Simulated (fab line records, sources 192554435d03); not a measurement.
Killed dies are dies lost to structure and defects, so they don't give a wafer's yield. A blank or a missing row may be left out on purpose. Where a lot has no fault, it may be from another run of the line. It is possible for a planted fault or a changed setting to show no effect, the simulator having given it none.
Which tool did it? + flow n5-finfet + 9 lots, 27 wafers sampled, at 5 steps of a route of 1938

WHAT THE GAUGES SHOWED, per wafer
N5_SPACER0_INSPECT_04: inspects for defects (darkfield). Usual: raw-defect-count reads 136 (standard deviation 32).
| lot  | measured    | on                | raw-defect-count | flag |
|------|-------------|-------------------|------------------|------|
| L220 | day 3 00:20 | defect-inspect-02 | 88 127 87        |      |
| L222 | day 3 12:55 | defect-inspect-01 | 93 107 86        |      |
| L229 | day 5 05:07 | defect-inspect-02 | 124 148 190      |      |
| L233 | day 6 04:39 | defect-inspect-02 | 112 145 138      |      |
| L235 | day 6 17:29 | defect-inspect-01 | 138 122 98       |      |
| L236 | day 7 01:18 | defect-inspect-01 | 162 101 146      |      |
| L239 | day 7 18:28 | defect-inspect-01 | 114 117 111      |      |
| L242 | day 8 12:43 | defect-inspect-02 | 101 137 134      |      |
| L243 | day 8 19:07 | defect-inspect-01 | 155 173 105      |      |

N5_BEOL_M4_RC_MEAS_101. Usual: DIBL_N 36.1 mV/V, standard deviation 2.3; DIBL_P 36 mV/V, standard deviation 3.2; IOFF_N 0.16 nA/um, standard deviation 0.045; IOFF_P 0.21 nA/um, standard deviation 0.049; ION_N 674 uA/um, standard deviation 14; ION_P 462 uA/um, standard deviation 8.4; SS_N 71.6 mV/dec, standard deviation 0.83; SS_P 73.2 mV/dec, standard deviation 0.87; VT_N 249 mV, standard deviation 3.8; VT_P -250 mV, standard deviation 3.4.
| lot  | measured     | on        | DIBL_N (mV/V)  | DIBL_P (mV/V) | IOFF_N (nA/um) | IOFF_P (nA/um) | ION_N (uA/um) | ION_P (uA/um) | SS_N (mV/dec)  | SS_P (mV/dec)  | VT_N (mV)   | VT_P (mV)      | flag |
|------|--------------|-----------|----------------|---------------|----------------|----------------|---------------|---------------|----------------|----------------|-------------|----------------|------|
| L220 | day 10 20:59 | prober-02 | 35.1 39.1 37.9 | 34 39 37      | 0.13 0.20 0.18 | 0.21 0.28 0.25 | 659 675 673   | 461 466 465   | 70.7 72.3 71.7 | 72.9 73.6 73.7 | 250 248 248 | -249 -246 -245 |      |
| L222 | day 12 02:29 | prober-01 | 36.3 33.2 36.7 | 33 30 35      | 0.14 0.10 0.14 | 0.18 0.15 0.21 | 650 672 682   | 449 459 470   | 71.9 71.6 72.0 | 72.9 72.3 73.0 | 254 255 253 | -250 -253 -250 |      |
| L229 | day 14 01:37 | prober-01 | 31.5 30.9 30.0 | 30 30 29      | 0.09 0.09 0.09 | 0.14 0.14 0.13 | 645 657 653   | 446 456 455   | 70.8 69.4 69.6 | 72.5 71.8 71.3 | 257 254 256 | -254 -252 -255 |      |
| L233 | day 15 08:49 | prober-02 | 37.5 32.3 33.1 | 37 30 31      | 0.18 0.11 0.11 | 0.23 0.14 0.15 | 666 656 658   | 457 448 453   | 72.6 70.9 71.1 | 73.9 71.3 72.1 | 248 255 252 | -250 -256 -254 |      |
| L235 | day 15 08:42 | prober-01 | 35.9 37.8 33.7 | 36 39 34      | 0.16 0.20 0.13 | 0.18 0.22 0.16 | 673 687 667   | 457 463 457   | 72.2 71.2 70.3 | 73.0 74.2 72.4 | 248 244 248 | -253 -251 -255 |      |
| L236 | day 14 17:44 | prober-01 | 31.7 37.6 36.4 | 31 36 35      | 0.10 0.19 0.17 | 0.13 0.21 0.20 | 646 674 668   | 446 463 459   | 69.9 71.6 71.4 | 72.5 73.6 73.7 | 255 246 250 | -258 -248 -254 |      |
| L239 | day 17 04:29 | prober-01 | 35.1 36.6 35.3 | 37 38 37      | 0.15 0.19 0.15 | 0.23 0.23 0.21 | 659 682 665   | 460 457 454   | 71.3 72.4 71.9 | 73.8 73.2 73.4 | 250 248 252 | -250 -250 -250 |      |
| L242 | day 16 04:26 | prober-02 | 39.9 36.0 35.4 | 39 34 33      | 0.22 0.14 0.13 | 0.24 0.17 0.17 | 707 661 670   | 474 450 460   | 72.3 70.8 70.4 | 74.2 73.0 72.0 | 244 250 251 | -250 -252 -248 |      |
| L243 | day 17 10:15 | prober-01 | 37.5 40.1 37.4 | 39 42 38      | 0.20 0.24 0.19 | 0.25 0.29 0.24 | 683 679 681   | 463 461 466   | 72.7 72.7 72.0 | 73.3 74.2 73.7 | 246 246 247 | -248 -248 -247 |      |

EACH LOT AND THE TOOL THAT RAN IT (in order: tool; ch and the chambers of the sampled wafers; start)
| lot  | N5_DUMMY_GATE_CMP_04         | N5_DUMMY_GATE_ETCH_31             | N5_DUMMY_GATE_ETCH_42             |
|------|------------------------------|-----------------------------------|-----------------------------------|
| L220 | cmp-02 ch 1,2,3, day 2 17:31 | rie-diel-02 ch 0,2, day 2 22:43   | rie-diel-05 ch 1,2, day 2 23:14   |
| L222 | cmp-03 ch 0,2, day 3 05:25   | rie-diel-05 ch 0,1,2, day 3 10:29 | rie-diel-06 ch 1,2,3, day 3 10:59 |
| L229 | cmp-02 ch 0,1,3, day 4 22:46 | rie-diel-06 ch 0,2, day 5 03:47   | rie-diel-02 ch 0,1, day 5 04:17   |
| L233 | cmp-02 ch 0,2, day 5 22:16   | rie-diel-06 ch 1,2,3, day 6 03:19 | rie-diel-02 ch 0,2, day 6 03:49   |
| L235 | cmp-02 ch 1,2,3, day 6 10:31 | rie-diel-06 ch 0,2,3, day 6 15:50 | rie-diel-05 ch 1,2,3, day 6 16:20 |
| L236 | cmp-04 ch 0,1,2, day 6 16:46 | rie-diel-06 ch 0,3, day 6 23:58   | rie-diel-02 ch 0,2,3, day 7 00:28 |
| L239 | cmp-02 ch 0,1, day 7 11:51   | rie-diel-06 ch 0,1,2, day 7 17:04 | rie-diel-02 ch 0,3, day 7 17:37   |
| L242 | cmp-03 ch 0,2,3, day 8 05:22 | rie-diel-05 ch 0,2,3, day 8 11:19 | rie-diel-05 ch 0,1,2, day 8 11:53 |
| L243 | cmp-04 ch 0,1,3, day 8 11:17 | rie-diel-05 ch 0,1,2, day 8 17:25 | rie-diel-05 ch 0,1,2, day 8 18:00 |
- N5_DUMMY_GATE_CMP_04: polishes a-Si.
- N5_DUMMY_GATE_ETCH_31: etches SiO2 in C4F6/O2, target depth 82.5 nm, time 27.5 s.
- N5_DUMMY_GATE_ETCH_42: etches SiO2 in CHF3/O2, target depth 3.5 nm, time 31 s.

WHAT THE TOOLS THEMSELVES READ (means of the sampled wafers that have a number; where no wafer has one, the mark that the record gives instead)
N5_DUMMY_GATE_CMP_04. Usual: motor-current-A 10.4 A, standard deviation 0.68; retaining-ring-pressure-frac 1.001, standard deviation 0.0047; time-to-endpoint-s 13.6 s, standard deviation 2.6.
| lot  | tool   | motor-current-A (A) | retaining-ring-pressure-frac | time-to-endpoint-s (s) | flag |
|------|--------|---------------------|------------------------------|------------------------|------|
| L220 | cmp-02 | 10.7                | 0.997                        | 12.9                   |      |
| L222 | cmp-03 | 11.0                | 1.001                        | 15.4                   |      |
| L229 | cmp-02 | 10.4                | 1.007                        | 13.3                   |      |
| L233 | cmp-02 | 9.9                 | 1.003                        | 14.5                   |      |
| L235 | cmp-02 | 10.5                | 0.999                        | 16.2                   |      |
| L236 | cmp-04 | 9.9                 | 1.000                        | 13.3                   |      |
| L239 | cmp-02 | 10.4                | 0.996                        | 13.5                   |      |
| L242 | cmp-03 | 10.6                | 0.999                        | 11.0                   |      |
| L243 | cmp-04 | 10.2                | 1.000                        | 12.7                   |      |

N5_DUMMY_GATE_ETCH_31. Usual: C4F6_flow_sccm 10.00 sccm, standard deviation 0.031; O2_flow_sccm 10.00 sccm, standard deviation 0.032; bias-w 185.0 W, standard deviation 0.53; drypump-motor-current-A 5.6 A, standard deviation 0.42; oes_ar_750_au 0.77 a.u., standard deviation 0.049; oes-product-au 0.77 a.u., standard deviation 0.052; rf-fwd-power-W 341.8 W, standard deviation 1.3; rf-vpp-V 674 V, standard deviation 18; showerhead-plenum-p-Torr 2.87 Torr, standard deviation 0.11; throttle-valve-pct 21.18 %, standard deviation 0.22.
| lot  | tool        | C4F6_flow_sccm (sccm) | O2_flow_sccm (sccm) | bias-w (W) | drypump-motor-current-A (A) | oes_ar_750_au (a.u.) | oes-product-au (a.u.) | rf-fwd-power-W (W) | rf-vpp-V (V) | showerhead-plenum-p-Torr (Torr) | throttle-valve-pct (%) | flag |
|------|-------------|-----------------------|---------------------|------------|-----------------------------|----------------------|-----------------------|--------------------|--------------|---------------------------------|------------------------|------|
| L220 | rie-diel-02 | 9.99                  | 9.97                | 185.0      | 4.9                         | 0.72                 | 0.74                  | 342.0              | 666          | 2.85                            | 21.18                  |      |
| L222 | rie-diel-05 | 9.99                  | 10.01               | 184.7      | 5.6                         | 0.77                 | 0.77                  | 341.3              | 666          | 2.90                            | 21.21                  |      |
| L229 | rie-diel-06 | 9.99                  | 10.00               | 185.5      | 5.7                         | 0.78                 | 0.78                  | 342.0              | 675          | 2.86                            | 21.27                  |      |
| L233 | rie-diel-06 | 10.02                 | 10.00               | 185.1      | 5.7                         | 0.76                 | 0.76                  | 342.2              | 671          | 2.92                            | 21.14                  |      |
| L235 | rie-diel-06 | 9.99                  | 9.98                | 185.5      | 5.8                         | 0.74                 | 0.74                  | 342.4              | 674          | 2.88                            | 21.36                  |      |
| L236 | rie-diel-06 | 9.99                  | 10.00               | 184.4      | 5.9                         | 0.76                 | 0.76                  | 340.8              | 683          | 2.88                            | 21.40                  |      |
| L239 | rie-diel-06 | 10.03                 | 9.99                | 185.2      | 5.6                         | 0.78                 | 0.77                  | 342.5              | 672          | 2.89                            | 21.07                  |      |
| L242 | rie-diel-05 | 10.00                 | 10.00               | 185.2      | 5.6                         | 0.76                 | 0.74                  | 341.8              | 673          | 2.81                            | 21.12                  |      |
| L243 | rie-diel-05 | 10.01                 | 10.02               | 184.7      | 5.6                         | 0.75                 | 0.74                  | 341.7              | 666          | 2.89                            | 21.26                  |      |

N5_DUMMY_GATE_ETCH_42. Usual: CHF3_flow_sccm 50.00 sccm, standard deviation 0.13; O2_flow_sccm 5.000 sccm, standard deviation 0.015; bias-w 12.00 W, standard deviation 0.037; drypump-motor-current-A 5.6 A, standard deviation 0.46; oes_ar_750_au 0.76 a.u., standard deviation 0.048; oes-product-au 0.76 a.u., standard deviation 0.051; rf-fwd-power-W 594.4 W, standard deviation 2.2; rf-vpp-V 42.9 V, standard deviation 1.2; showerhead-plenum-p-Torr 2.42 Torr, standard deviation 0.096; throttle-valve-pct 18.82 %, standard deviation 0.2.
| lot  | tool        | CHF3_flow_sccm (sccm) | O2_flow_sccm (sccm) | bias-w (W) | drypump-motor-current-A (A) | oes_ar_750_au (a.u.) | oes-product-au (a.u.) | rf-fwd-power-W (W) | rf-vpp-V (V) | showerhead-plenum-p-Torr (Torr) | throttle-valve-pct (%) | flag |
|------|-------------|-----------------------|---------------------|------------|-----------------------------|----------------------|-----------------------|--------------------|--------------|---------------------------------|------------------------|------|
| L220 | rie-diel-05 | 49.84                 | 5.003               | 11.97      | 5.7                         | 0.77                 | 0.77                  | 595.1              | 42.0         | 2.52                            | 18.88                  |      |
| L222 | rie-diel-06 | 49.98                 | 4.993               | 11.98      | 5.7                         | 0.77                 | 0.76                  | 594.1              | 42.7         | 2.47                            | 18.73                  |      |
| L229 | rie-diel-02 | 49.85                 | 4.985               | 11.99      | 5.3                         | 0.75                 | 0.75                  | 591.8              | 43.6         | 2.36                            | 18.94                  |      |
| L233 | rie-diel-02 | 50.03                 | 5.017               | 12.01      | 4.9                         | 0.72                 | 0.71                  | 595.0              | 41.8         | 2.40                            | 18.85                  |      |
| L235 | rie-diel-05 | -                     | -                   | -          | -                           | -                    | -                     | -                  | -            | -                               | -                      | OFF  |
| L236 | rie-diel-02 | -                     | -                   | -          | -                           | -                    | -                     | -                  | -            | -                               | -                      | OFF  |
| L239 | rie-diel-02 | 50.01                 | 4.999               | 11.98      | 5.4                         | 0.77                 | 0.79                  | 593.8              | 44.7         | 2.31                            | 19.01                  |      |
| L242 | rie-diel-05 | 49.99                 | 4.993               | 12.00      | 5.5                         | 0.74                 | 0.74                  | 595.6              | 42.5         | 2.44                            | 18.87                  |      |
| L243 | rie-diel-05 | 49.87                 | 4.987               | 12.03      | 5.5                         | 0.75                 | 0.74                  | 595.4              | 42.2         | 2.44                            | 18.89                  |      |

THE ANSWER, worked out from the rows above alone
Rule: lot off if the mean of its wafers having a number is beyond 3 standard deviations from the usual mean. A lot without any number at a reading at which 4 lots or more have one is off too. The other lots that the step has rows for count as sound. First the gauges in route order, then the tools' own readings, where a lot's mean is used as printed above. The first step at which some lot is off is used, and at that step the reading that is off furthest; a lot without a number counts as furthest.
Off: L235, L236, at N5_DUMMY_GATE_ETCH_42 (CHF3_flow_sccm). Without a number there: L235, L236.
If a tool, at that step or one of the process steps before it, ran each lot that is off and ran no sound lot following the first of them, it fits. None of those tried fits.

WHAT THE SIMULATOR HAD PUT IN
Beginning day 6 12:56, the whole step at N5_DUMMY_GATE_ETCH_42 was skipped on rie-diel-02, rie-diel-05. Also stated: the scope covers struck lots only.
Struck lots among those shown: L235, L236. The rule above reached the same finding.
